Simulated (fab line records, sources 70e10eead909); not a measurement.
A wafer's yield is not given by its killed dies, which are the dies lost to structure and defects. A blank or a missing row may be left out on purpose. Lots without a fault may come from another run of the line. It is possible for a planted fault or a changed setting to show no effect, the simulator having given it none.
The tool behind it: which one? / flow nand-harc / 36 wafers from 12 lots sampled at 4 of the route's 1302 steps

## WHAT THE GAUGES READ, wafer by wafer
The record lacks any reading of a measuring or inspecting step that a usual standard deviation could be used to judge.

## TOOL THAT RAN EACH LOT (tool first, then ch and the chambers of the sampled wafers, then the start)
lot=L777; NHARC_A_CHANNEL_HOLE_D2_STRIP_28=rie-diel-08 ch 2,3, day 14 14:48 or earlier; NHARC_A_CHANNEL_FILL_D2_ALD_16=ald-hk-01 ch 1,2,3, day 14 14:48; NHARC_A_CHANNEL_FILL_D2_ALD_25=ald-hk-01 ch 1,2, day 15 17:51; NHARC_A_CHANNEL_FILL_D2_STRIP_29=rie-diel-04 ch 0,1,3, no start
lot=L779; NHARC_A_CHANNEL_HOLE_D2_STRIP_28=rie-diel-08 ch 1,2,3, day 15 02:09 or earlier; NHARC_A_CHANNEL_FILL_D2_ALD_16=ald-hk-01 ch 1,2,3, day 15 02:09; NHARC_A_CHANNEL_FILL_D2_ALD_25=ald-hk-02 ch 0,1,3, day 16 01:58; NHARC_A_CHANNEL_FILL_D2_STRIP_29=rie-diel-13 ch 0,2, no start
lot=L781; NHARC_A_CHANNEL_HOLE_D2_STRIP_28=rie-diel-06 ch 0,1,2, day 16 02:07 or earlier; NHARC_A_CHANNEL_FILL_D2_ALD_16=ald-hk-01 ch 0,1,3, day 16 02:07; NHARC_A_CHANNEL_FILL_D2_ALD_25=ald-hk-04 ch 0,2, day 17 01:08; NHARC_A_CHANNEL_FILL_D2_STRIP_29=rie-diel-13 ch 0,3, no start
lot=L780; NHARC_A_CHANNEL_HOLE_D2_STRIP_28=rie-diel-01 ch 0,1,2, day 16 02:17 or earlier; NHARC_A_CHANNEL_FILL_D2_ALD_16=ald-hk-01 ch 0,3, day 16 02:17; NHARC_A_CHANNEL_FILL_D2_ALD_25=ald-hk-02 ch 0,1,3, day 17 02:22; NHARC_A_CHANNEL_FILL_D2_STRIP_29=rie-diel-04 ch 2,3, no start
lot=L782; NHARC_A_CHANNEL_HOLE_D2_STRIP_28=rie-diel-01 ch 0,2, day 16 21:22 or earlier; NHARC_A_CHANNEL_FILL_D2_ALD_16=ald-hk-04 ch 0,1,3, day 16 21:22; NHARC_A_CHANNEL_FILL_D2_ALD_25=ald-hk-04 ch 1,2, day 17 22:02; NHARC_A_CHANNEL_FILL_D2_STRIP_29=rie-diel-13 ch 0,1,2, no start
lot=L788; NHARC_A_CHANNEL_HOLE_D2_STRIP_28=rie-diel-08 ch 1,2, day 18 21:45 or earlier; NHARC_A_CHANNEL_FILL_D2_ALD_16=ald-hk-02 ch 0,1,3, day 18 21:45; NHARC_A_CHANNEL_FILL_D2_ALD_25=ald-hk-04 ch 0,1,2, day 20 00:37; NHARC_A_CHANNEL_FILL_D2_STRIP_29=rie-diel-04 ch 0,1,3, no start
lot=L794; NHARC_A_CHANNEL_HOLE_D2_STRIP_28=rie-diel-01 ch 0,2,3, day 21 17:05 or earlier; NHARC_A_CHANNEL_FILL_D2_ALD_16=ald-hk-02 ch 1,2,3, day 21 17:05; NHARC_A_CHANNEL_FILL_D2_ALD_25=ald-hk-02 ch 1,2,3, day 22 16:26; NHARC_A_CHANNEL_FILL_D2_STRIP_29=rie-diel-04 ch 0,2,3, no start
lot=L795; NHARC_A_CHANNEL_HOLE_D2_STRIP_28=rie-diel-08 ch 0,1,3, day 21 17:09 or earlier; NHARC_A_CHANNEL_FILL_D2_ALD_16=ald-hk-01 ch 1,3, day 21 17:09; NHARC_A_CHANNEL_FILL_D2_ALD_25=ald-hk-04 ch 0,1,3, day 22 17:41; NHARC_A_CHANNEL_FILL_D2_STRIP_29=rie-diel-04 ch 0,3, no start
lot=L796; NHARC_A_CHANNEL_HOLE_D2_STRIP_28=rie-diel-08 ch 1,2,3, day 22 10:28 or earlier; NHARC_A_CHANNEL_FILL_D2_ALD_16=ald-hk-02 ch 0,3, day 22 10:28; NHARC_A_CHANNEL_FILL_D2_ALD_25=ald-hk-02 ch 0,2,3, day 23 11:38; NHARC_A_CHANNEL_FILL_D2_STRIP_29=rie-diel-13 ch 1,2, no start
lot=L797; NHARC_A_CHANNEL_HOLE_D2_STRIP_28=rie-diel-06 ch 1,3, day 22 22:04 or earlier; NHARC_A_CHANNEL_FILL_D2_ALD_16=ald-hk-01 ch 0,3, day 22 22:04; NHARC_A_CHANNEL_FILL_D2_ALD_25=ald-hk-01 ch 0,1, day 23 22:40; NHARC_A_CHANNEL_FILL_D2_STRIP_29=rie-diel-13 ch 1,3, no start
lot=L798; NHARC_A_CHANNEL_HOLE_D2_STRIP_28=rie-diel-01 ch 1,2,3, day 23 12:47 or earlier; NHARC_A_CHANNEL_FILL_D2_ALD_16=ald-hk-04 ch 0,2,3, day 23 12:47; NHARC_A_CHANNEL_FILL_D2_ALD_25=ald-hk-02 ch 0,2,3, day 24 12:50; NHARC_A_CHANNEL_FILL_D2_STRIP_29=rie-diel-04 ch 0,3, no start
lot=L799; NHARC_A_CHANNEL_HOLE_D2_STRIP_28=rie-diel-06 ch 2,3, day 23 12:55 or earlier; NHARC_A_CHANNEL_FILL_D2_ALD_16=ald-hk-04 ch 2,3, day 23 12:55; NHARC_A_CHANNEL_FILL_D2_ALD_25=ald-hk-04 ch 0,1,3, day 24 14:41; NHARC_A_CHANNEL_FILL_D2_STRIP_29=rie-diel-03 ch 1,2, no start
- NHARC_A_CHANNEL_HOLE_D2_STRIP_28: strips in O2.
- NHARC_A_CHANNEL_FILL_D2_ALD_16: deposits SiO2, target thk 1.5 nm, pulse time 10 s, ald cycles 15.
- NHARC_A_CHANNEL_FILL_D2_ALD_25: deposits SiOx, target thk 60 nm, pulse time 10 s, ald cycles 600.
- NHARC_A_CHANNEL_FILL_D2_STRIP_29: strips in O2, time 20 s.

## WHAT THE TOOLS THEMSELVES READ (means of the sampled wafers that have a number; where no wafer has one, the mark that the record gives instead)
NHARC_A_CHANNEL_HOLE_D2_STRIP_28.
lot=L777; tool=rie-diel-08; drypump-motor-current-A (A)=5.8; oes-product-au (a.u.)=0.992; rf-vpp-V (V)=57.8; showerhead-plenum-p-Torr (Torr)=3.54; throttle-valve-pct (%)=17.037
lot=L779; tool=rie-diel-08; drypump-motor-current-A (A)=5.8; oes-product-au (a.u.)=0.983; rf-vpp-V (V)=58.3; showerhead-plenum-p-Torr (Torr)=3.47; throttle-valve-pct (%)=17.042
lot=L781; tool=rie-diel-06; drypump-motor-current-A (A)=5.9; oes-product-au (a.u.)=0.998; rf-vpp-V (V)=57.9; showerhead-plenum-p-Torr (Torr)=3.47; throttle-valve-pct (%)=17.035
lot=L780; tool=rie-diel-01; drypump-motor-current-A (A)=6.1; oes-product-au (a.u.)=0.992; rf-vpp-V (V)=59.0; showerhead-plenum-p-Torr (Torr)=3.65; throttle-valve-pct (%)=17.041
lot=L782; tool=rie-diel-01; drypump-motor-current-A (A)=5.7; oes-product-au (a.u.)=1.001; rf-vpp-V (V)=58.4; showerhead-plenum-p-Torr (Torr)=3.62; throttle-valve-pct (%)=17.040
lot=L788; tool=rie-diel-08; drypump-motor-current-A (A)=5.9; oes-product-au (a.u.)=0.990; rf-vpp-V (V)=58.1; showerhead-plenum-p-Torr (Torr)=3.40; throttle-valve-pct (%)=17.031
lot=L794; tool=rie-diel-01; drypump-motor-current-A (A)=5.6; oes-product-au (a.u.)=0.998; rf-vpp-V (V)=58.1; showerhead-plenum-p-Torr (Torr)=3.59; throttle-valve-pct (%)=17.031
lot=L795; tool=rie-diel-08; drypump-motor-current-A (A)=5.7; oes-product-au (a.u.)=0.995; rf-vpp-V (V)=57.2; showerhead-plenum-p-Torr (Torr)=3.46; throttle-valve-pct (%)=17.032
lot=L796; tool=rie-diel-08; drypump-motor-current-A (A)=5.8; oes-product-au (a.u.)=0.989; rf-vpp-V (V)=57.3; showerhead-plenum-p-Torr (Torr)=3.47; throttle-valve-pct (%)=17.033
lot=L797; tool=rie-diel-06; drypump-motor-current-A (A)=5.9; oes-product-au (a.u.)=0.998; rf-vpp-V (V)=57.8; showerhead-plenum-p-Torr (Torr)=3.32; throttle-valve-pct (%)=17.039
lot=L798; tool=rie-diel-01; drypump-motor-current-A (A)=5.7; oes-product-au (a.u.)=1.012; rf-vpp-V (V)=58.5; showerhead-plenum-p-Torr (Torr)=3.66; throttle-valve-pct (%)=17.037
lot=L799; tool=rie-diel-06; drypump-motor-current-A (A)=5.5; oes-product-au (a.u.)=0.993; rf-vpp-V (V)=57.3; showerhead-plenum-p-Torr (Torr)=3.40; throttle-valve-pct (%)=17.036

NHARC_A_CHANNEL_FILL_D2_ALD_16.
lot=L777; tool=ald-hk-01; heater-power-w (W)=430; precursor-pulse-height-rel=1.006
lot=L779; tool=ald-hk-01; heater-power-w (W)=437; precursor-pulse-height-rel=1.004
lot=L781; tool=ald-hk-01; heater-power-w (W)=424; precursor-pulse-height-rel=1.014
lot=L780; tool=ald-hk-01; heater-power-w (W)=421; precursor-pulse-height-rel=1.016
lot=L782; tool=ald-hk-04; heater-power-w (W)=506; precursor-pulse-height-rel=1.004
lot=L788; tool=ald-hk-02; heater-power-w (W)=466; precursor-pulse-height-rel=0.990
lot=L794; tool=ald-hk-02; heater-power-w (W)=420; precursor-pulse-height-rel=1.012
lot=L795; tool=ald-hk-01; heater-power-w (W)=464; precursor-pulse-height-rel=1.008
lot=L796; tool=ald-hk-02; heater-power-w (W)=505; precursor-pulse-height-rel=1.012
lot=L797; tool=ald-hk-01; heater-power-w (W)=433; precursor-pulse-height-rel=1.007
lot=L798; tool=ald-hk-04; heater-power-w (W)=530; precursor-pulse-height-rel=1.002
lot=L799; tool=ald-hk-04; heater-power-w (W)=553; precursor-pulse-height-rel=1.013

NHARC_A_CHANNEL_FILL_D2_ALD_25.
lot=L777; tool=ald-hk-01; heater-power-w (W)=444; precursor-pulse-height-rel=0.995
lot=L779; tool=ald-hk-02; heater-power-w (W)=464; precursor-pulse-height-rel=1.012
lot=L781; tool=ald-hk-04; heater-power-w (W)=535; precursor-pulse-height-rel=1.007
lot=L780; tool=ald-hk-02; heater-power-w (W)=467; precursor-pulse-height-rel=1.002
lot=L782; tool=ald-hk-04; heater-power-w (W)=517; precursor-pulse-height-rel=0.984
lot=L788; tool=ald-hk-04; heater-power-w (W)=509; precursor-pulse-height-rel=0.992
lot=L794; tool=ald-hk-02; heater-power-w (W)=426; precursor-pulse-height-rel=1.013
lot=L795; tool=ald-hk-04; heater-power-w (W)=515; precursor-pulse-height-rel=1.008
lot=L796; tool=ald-hk-02; heater-power-w (W)=453; precursor-pulse-height-rel=0.984
lot=L797; tool=ald-hk-01; heater-power-w (W)=431; precursor-pulse-height-rel=0.999
lot=L798; tool=ald-hk-02; heater-power-w (W)=451; precursor-pulse-height-rel=1.007
lot=L799; tool=ald-hk-04; heater-power-w (W)=510; precursor-pulse-height-rel=0.998

NHARC_A_CHANNEL_FILL_D2_STRIP_29.
lot=L777; tool=rie-diel-04; drypump-motor-current-A (A)=5.5; oes-product-au (a.u.)=0.994; rf-vpp-V (V)=58.2; showerhead-plenum-p-Torr (Torr)=3.47; throttle-valve-pct (%)=17.042
lot=L779; tool=rie-diel-13; drypump-motor-current-A (A)=5.3; oes-product-au (a.u.)=0.989; rf-vpp-V (V)=57.7; showerhead-plenum-p-Torr (Torr)=3.52; throttle-valve-pct (%)=17.040
lot=L781; tool=rie-diel-13; drypump-motor-current-A (A)=5.7; oes-product-au (a.u.)=1.003; rf-vpp-V (V)=58.6; showerhead-plenum-p-Torr (Torr)=3.39; throttle-valve-pct (%)=17.030
lot=L780; tool=rie-diel-04; drypump-motor-current-A (A)=5.6; oes-product-au (a.u.)=0.994; rf-vpp-V (V)=58.2; showerhead-plenum-p-Torr (Torr)=3.70; throttle-valve-pct (%)=17.032
lot=L782; tool=rie-diel-13; drypump-motor-current-A (A)=5.6; oes-product-au (a.u.)=1.001; rf-vpp-V (V)=58.0; showerhead-plenum-p-Torr (Torr)=3.57; throttle-valve-pct (%)=17.041
lot=L788; tool=rie-diel-04; drypump-motor-current-A (A)=5.5; oes-product-au (a.u.)=1.003; rf-vpp-V (V)=57.5; showerhead-plenum-p-Torr (Torr)=3.47; throttle-valve-pct (%)=17.036
lot=L794; tool=rie-diel-04; drypump-motor-current-A (A)=5.4; oes-product-au (a.u.)=1.003; rf-vpp-V (V)=57.9; showerhead-plenum-p-Torr (Torr)=3.59; throttle-valve-pct (%)=17.039
lot=L795; tool=rie-diel-04; drypump-motor-current-A (A)=5.2; oes-product-au (a.u.)=1.010; rf-vpp-V (V)=57.1; showerhead-plenum-p-Torr (Torr)=3.57; throttle-valve-pct (%)=17.046
lot=L796; tool=rie-diel-13; drypump-motor-current-A (A)=5.4; oes-product-au (a.u.)=1.006; rf-vpp-V (V)=58.2; showerhead-plenum-p-Torr (Torr)=3.58; throttle-valve-pct (%)=17.042
lot=L797; tool=rie-diel-13; drypump-motor-current-A (A)=5.8; oes-product-au (a.u.)=0.999; rf-vpp-V (V)=57.8; showerhead-plenum-p-Torr (Torr)=3.45; throttle-valve-pct (%)=17.039
lot=L798; tool=rie-diel-04; drypump-motor-current-A (A)=5.2; oes-product-au (a.u.)=0.999; rf-vpp-V (V)=57.6; showerhead-plenum-p-Torr (Torr)=3.48; throttle-valve-pct (%)=17.038
lot=L799; tool=rie-diel-03; drypump-motor-current-A (A)=6.1; oes-product-au (a.u.)=1.001; rf-vpp-V (V)=57.6; showerhead-plenum-p-Torr (Torr)=3.42; throttle-valve-pct (%)=17.032

## THE ANSWER, worked out from the rows above alone
Rule: the usual values come from the lots themselves. Put in order of their means at a reading, lots are off if they are a third of the lots or fewer, leave a main group of 4 or more, and stand apart from it by a gap of 3 or more times the standard deviation of the main group's means; of several such gaps the widest counts. The tables above print the reading to a certain number of digits; a main group whose means all agree to those digits is not used. A lot without any number at a reading at which 4 lots or more have one is off too. All remaining lots with rows at the step are treated as sound. Order of review: gauges by route order, followed by the tools' own readings, for which a lot's mean as printed above is used. At the first step where some lot is off, the reading lying furthest off is the one used; lots without a number count as furthest.
Nothing can be told from this: no lot is off at any reading shown.

## WHAT THE SIMULATOR HAD INSERTED
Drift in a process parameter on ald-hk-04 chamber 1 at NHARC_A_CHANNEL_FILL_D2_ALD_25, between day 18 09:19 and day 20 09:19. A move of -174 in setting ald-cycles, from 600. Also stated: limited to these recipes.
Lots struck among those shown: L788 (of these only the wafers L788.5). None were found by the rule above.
